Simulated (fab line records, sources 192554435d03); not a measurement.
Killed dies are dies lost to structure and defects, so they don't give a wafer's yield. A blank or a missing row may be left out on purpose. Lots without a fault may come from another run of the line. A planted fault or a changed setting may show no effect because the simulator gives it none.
Chamber matching | flow n5_finfet | N5_BEOL_M10_ETCH_61 on rie_diel-06: 4 sister chambers
The step etches SiARC in CF4, target depth 39 nm, time 65 s. 20 wafers are shown with their chamber, then 10 later ones without.

WAFERS WITH THEIR CHAMBER
wafer  | chamber | drypump_motor_current_A (A) | showerhead_plenum_p_Torr (Torr) | throttle_valve_pct (%)
L076.1 | 3       | 5.2                         | 2.24                            | 15.49
L076.3 | 1       | 6.6                         | 2.06                            | 15.68
L076.4 | 0       | 5.3                         | 2.26                            | 15.50
L079.2 | 1       | 6.6                         | 2.06                            | 15.68
L079.3 | 3       | 5.2                         | 2.24                            | 15.49
L079.5 | 2       | 5.5                         | 2.25                            | 15.62
L081.2 | 3       | 5.1                         | 2.24                            | 15.50
L081.3 | 0       | 5.3                         | 2.26                            | 15.50
L081.5 | 0       | 5.3                         | 2.26                            | 15.50
L084.1 | 3       | 5.1                         | 2.24                            | 15.51
L084.2 | 2       | 5.4                         | 2.25                            | 15.63
L084.4 | 0       | 5.3                         | 2.25                            | 15.51
L087.3 | 3       | 5.1                         | 2.23                            | 15.54
L087.4 | 0       | 5.3                         | 2.25                            | 15.55
L087.6 | 0       | 5.3                         | 2.25                            | 15.51
L088.3 | 2       | 5.4                         | 2.24                            | 15.65
L088.5 | 1       | 6.6                         | 2.05                            | 15.74
L088.6 | 2       | 5.4                         | 2.24                            | 15.65
L089.4 | 3       | 5.1                         | 2.23                            | 15.53
L089.5 | 1       | 6.7                         | 2.05                            | 15.74

SIGNATURES (means of the wafers above)
reading                  | chamber 0 | chamber 1 | chamber 2 | chamber 3 | scatter within a chamber
drypump_motor_current_A  | 5.300     | 6.625     | 5.425     | 5.133     | 0.0421
showerhead_plenum_p_Torr | 2.2550    | 2.0550    | 2.2450    | 2.2367    | 0.0055
throttle_valve_pct       | 15.5117   | 15.7100   | 15.6375   | 15.5100   | 0.0229
Rule: a wafer's distance from a chamber is the root of the sum, over the readings, of the square of ((its reading less the chamber's mean) divided by the reading's scatter). The wafer belongs to the nearest chamber; if the next one is less than 2 further off, it can't be placed. The scatter: the root of (the sum of the squares of (reading less its chamber's mean) over the shown wafers, divided by (wafers less chambers)).

WAFERS WITHOUT THEIR CHAMBER
wafer  | drypump_motor_current_A (A) | showerhead_plenum_p_Torr (Torr) | throttle_valve_pct (%)
L089.6 | 5.4                         | 2.24                            | 15.63
L094.1 | 6.7                         | 2.05                            | 15.75
L094.2 | 5.1                         | 2.23                            | 15.56
L094.6 | 5.4                         | 2.24                            | 15.65
L096.1 | 6.7                         | 2.04                            | 15.77
L096.2 | 5.4                         | 2.24                            | 15.68
L096.6 | 5.3                         | 2.24                            | 15.57
L097.1 | 5.4                         | 2.24                            | 15.68
L097.3 | 6.7                         | 2.04                            | 15.76
L097.5 | 6.6                         | 2.04                            | 15.78

WHICH CHAMBER EACH WENT THROUGH
wafer  | from the rows above          | in truth
L089.6 | 2                            | 2
L094.1 | 1                            | 1
L094.2 | 3                            | 3
L094.6 | 2                            | 2
L096.1 | 1                            | 1
L096.2 | 2                            | 2
L096.6 | can't be placed: 0 or 2 or 3 | 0
L097.1 | 2                            | 2
L097.3 | 1                            | 1
L097.5 | 1                            | 1
Placed correctly: 9 of 10. Can't be placed from these rows: 1 (the true chamber is among the candidates in 1). Placed wrongly: 0.
